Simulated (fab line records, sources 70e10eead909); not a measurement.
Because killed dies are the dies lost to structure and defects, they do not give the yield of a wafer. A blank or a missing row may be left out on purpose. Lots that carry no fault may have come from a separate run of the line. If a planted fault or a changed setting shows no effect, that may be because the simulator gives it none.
Chamber matching    flow nandHarc    4 sister chambers for NHARC_A_STAIRCASE_ETCH_292 on rieDiel-09
The step etches the open film in CF4/CHF3. 27 wafers are shown with their chamber, then 12 later ones without.

## WAFERS WITH THEIR CHAMBER
wafer   chamber  showerheadPlenumPTorr (Torr)  drypumpMotorCurrentA (A)  rfVppV (V)
L075.2  2        1.63                          5.4                       373.9
L075.4  0        1.48                          5.7                       367.4
L075.6  0        1.48                          5.7                       366.8
L078.1  1        1.57                          6.8                       370.2
L078.2  3        1.61                          5.2                       371.2
L078.6  0        1.48                          5.8                       368.3
L081.2  1        1.56                          6.8                       368.8
L081.3  0        1.48                          5.7                       367.9
L081.5  0        1.48                          5.7                       366.9
L079.2  3        1.61                          5.3                       371.0
L079.4  2        1.63                          5.4                       373.9
L079.6  1        1.56                          6.8                       370.8
L082.1  2        1.63                          5.4                       370.7
L082.3  3        1.61                          5.3                       373.7
L082.6  0        1.48                          5.7                       366.9
L083.1  1        1.56                          6.8                       369.6
L083.3  2        1.63                          5.4                       372.6
L083.5  1        1.56                          6.8                       371.8
L084.1  2        1.63                          5.3                       374.3
L084.2  0        1.47                          5.8                       366.7
L084.4  1        1.56                          6.8                       370.8
L084.3  3        1.61                          5.2                       371.8
L084.5  1        1.56                          6.8                       369.4
L084.6  0        1.48                          5.7                       366.7
L089.2  0        1.47                          5.7                       367.3
L089.3  1        1.56                          6.8                       370.0
L089.4  2        1.63                          5.3                       371.8

SIGNATURES (means of the wafers above)
reading                chamber 0  chamber 1  chamber 2  chamber 3  scatter within a chamber
showerheadPlenumPTorr  1.4778     1.5613     1.6300     1.6100     0.00325
drypumpMotorCurrentA   5.722      6.800      5.367      5.250      0.0411
rfVppV                 367.211    370.175    372.867    371.925    1.01
Rule: for each reading, subtract the chamber's mean from the wafer's reading, divide by that reading's scatter and square the result; add these up over the readings and take the root, which gives the wafer's distance from the chamber. If the next closest chamber is less than 2 further off than the closest, the wafer can't be placed; otherwise it belongs to the closest. The scatter: the root of (the sum of the squares of (reading less its chamber's mean) over the shown wafers, divided by (wafers less chambers)).

## WAFERS MISSING THEIR CHAMBER
wafer   showerheadPlenumPTorr (Torr)  drypumpMotorCurrentA (A)  rfVppV (V)
L089.1  1.61                          5.3                       371.2
L089.5  1.56                          6.8                       371.5
L089.6  1.47                          5.7                       367.0
L091.3  1.62                          5.3                       372.3
L091.5  1.56                          6.8                       370.8
L091.6  1.47                          5.7                       366.0
L093.2  1.47                          5.7                       367.5
L093.4  1.56                          6.8                       369.6
L093.6  1.47                          5.8                       367.4
L097.1  1.55                          6.8                       370.8
L097.2  1.47                          5.7                       365.8
L097.3  1.60                          5.3                       370.2

## THE CHAMBER EACH PASSED THROUGH
wafer   from the rows above      in truth
L089.1  3                        3
L089.5  1                        1
L089.6  0                        0
L091.3  can't be placed: 3 or 2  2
L091.5  1                        1
L091.6  0                        0
L093.2  0                        0
L093.4  1                        1
L093.6  0                        0
L097.1  1                        1
L097.2  0                        0
L097.3  3                        3
11 of 12 placed correctly. Unplaceable from these rows: 1, with the true chamber sitting among the candidates in 1. Number placed wrongly: 0.
